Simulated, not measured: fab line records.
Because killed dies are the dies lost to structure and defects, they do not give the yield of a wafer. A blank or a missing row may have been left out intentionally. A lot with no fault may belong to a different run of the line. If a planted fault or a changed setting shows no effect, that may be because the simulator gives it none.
Chamber matching	flow nand-harc	rie-diel-10 running NHARC_A_CHANNEL_FILL_D2_STRIP_28: 4 sister chambers
The step strips in O2, time 20 s. 4 wafers are shown with their chamber, then 11 later ones without.

WAFERS, EACH WITH ITS CHAMBER
wafer	chamber	drypump-motor-current-A (A)
L083.1	2	6.0
L089.1	0	5.8
L089.4	1	5.8
L090.2	3	6.1

WAFERS MISSING THEIR CHAMBER
wafer	drypump-motor-current-A (A)
L090.3	5.9
L090.6	5.8
L093.2	5.8
L093.3	6.0
L093.5	6.0
L096.1	5.9
L096.3	5.8
L096.4	5.8
L097.2	5.8
L097.4	5.9
L097.5	5.9

THE CHAMBER EACH PASSED THROUGH
wafer	from the rows above	in truth
L090.3	can't be placed: 2 or 0 or 1 or 3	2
L090.6	can't be placed: 0 or 1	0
L093.2	can't be placed: 0 or 1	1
L093.3	can't be placed: 2 or 3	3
L093.5	can't be placed: 2 or 3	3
L096.1	can't be placed: 2 or 0 or 1 or 3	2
L096.3	can't be placed: 0 or 1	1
L096.4	can't be placed: 0 or 1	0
L097.2	can't be placed: 0 or 1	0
L097.4	can't be placed: 2 or 0 or 1 or 3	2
L097.5	can't be placed: 2 or 0 or 1 or 3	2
0 of 11 placed correctly. Cannot be placed on the basis of these rows: 11; the candidates contain the true chamber in 11. Placed wrongly: 0.
How it was worked out, from the rows above alone: a wafer's distance from a chamber is the root of the sum, over the readings, of the square of ((its reading less the chamber's mean) divided by the reading's scatter). If the next closest chamber is less than 2 further off than the closest, the wafer can't be placed; otherwise it belongs to the closest. Each chamber's mean is taken over the wafers shown for it. The scatter (one wafer shown for each chamber): square how far every hidden wafer sits from the nearest shown wafer, average those squares and take the square root.
